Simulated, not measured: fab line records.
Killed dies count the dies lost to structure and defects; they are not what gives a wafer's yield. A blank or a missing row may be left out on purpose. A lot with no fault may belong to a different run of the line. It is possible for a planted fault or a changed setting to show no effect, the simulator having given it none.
Split-lot trial ; flow n5-finfet ; on a route of 1938 steps: 7 lots, 21 wafers read

ON THE SPLIT
At N5_BEOL_M0_CUTY_ETCH_63 (etches SOC in N2/H2, target depth 82.7 nm, overetch 16.5 nm, time 124 s), the setting source-w was moved away from the recipe's 840 W on 7 of the 21 wafers read, by -14.1% to +14.5%. For the rest of the wafers, this setting stayed at what the recipe calls for.

The reading is taken at the split's own step.

THE READING
rf-vpp-V, in V, at N5_BEOL_M0_CUTY_ETCH_63 (etches SOC in N2/H2, target depth 82.7 nm, overetch 16.5 nm, time 124 s). Fault-free wafers of this fab line usually give 523.9 V, standard deviation 2.8 V.

wafer;tool, chamber at the split;source-w as run, W;against the recipe;rf-vpp-V, V;against lot-mates on the recipe
L074.2;rie-diel-01, 1;840;recipe;525.3;-
L074.5;rie-diel-01, 3;840;recipe;524.9;-
L074.6;rie-diel-01, 2;840;recipe;520.6;-
L082.1;rie-diel-05, 0;928.2;+10.5%;508.7;no lot-mate on the recipe
L082.3;rie-diel-05, 2;928.2;+10.5%;504.5;no lot-mate on the recipe
L082.5;rie-diel-05, 2;928.2;+10.5%;504.9;no lot-mate on the recipe
L089.2;rie-diel-01, 3;888.6;+5.8%;515.6;-13.0
L089.3;rie-diel-01, 2;840;recipe;528.6;-
L089.5;rie-diel-01, 2;888.6;+5.8%;519.2;-9.4
L090.3;rie-diel-01, 2;840;recipe;528.7;-
L090.5;rie-diel-01, 0;840;recipe;525.4;-
L090.6;rie-diel-01, 1;840;recipe;525.4;-
L093.1;rie-diel-05, 3;840;recipe;521.5;-
L093.4;rie-diel-05, 0;961.7;+14.5%;502.6;-19.4
L093.6;rie-diel-05, 2;840;recipe;522.6;-
L094.1;rie-diel-05, 0;840;recipe;524.1;-
L094.3;rie-diel-05, 3;840;recipe;523.2;-
L094.4;rie-diel-05, 2;721.7;-14.1%;550.9;+27.2
L097.1;rie-diel-05, 3;840;recipe;522.7;-
L097.3;rie-diel-05, 1;840;recipe;521.8;-
L097.4;rie-diel-05, 0;840;recipe;524.1;-

THE FIT
A straight line over all 21 wafers: rf-vpp-V changes by -1.69 V for each +1% of source-w; r = -0.97; the points scatter about the line by 2.5 V.
The same after taking each lot's own level away (the mean of its wafers on the recipe; 18 wafers): -1.68 V for each +1%; r = -0.97; scatter 2.1 V.
On that fit, the largest move of source-w shifts the reading by 24 V.
Across the lots, their own levels run from 522.05 to 528.60 V, a range of 2.3 times the standard deviation given above.
The two slopes are in agreement: the lot-to-lot level therefore moves the slope only a little.
Check: with one of the wafers moved furthest among these (+14.5%) left out of the fit, the line predicts -28 V for it against its lot-mates. Against them it came out at -19.4 V.
Tool readings at the split's step, against how far the setting was moved: rf-vpp-V r = -0.97.

THE WHOLE CHAIN: every reading that the file lists as answering this split, in the file's order
step;what it does;reading;change (the file's fit);r (the file's)
N5_BEOL_M0_CUTY_ETCH_63;etches SOC in N2/H2, target depth 82.7 nm, overetch 16.5 nm, time 124 s;rf-vpp-V;-1.65 V for each +1% of the setting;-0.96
N5_BEOL_M0_ETCH_138;etches SiCN in CH3F/O2, target depth 12 nm, time 31.6 s;SiO2_of_BEOL_M0_SAQP_SPACER2_ALD_26.thk-nm (the simulator's own value, which no gauge read);-0.0381 nm for each +1% of the setting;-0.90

FILE'S OWN FIT
rf-vpp-V changes by -1.65 V for each +1% of source-w, r = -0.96.
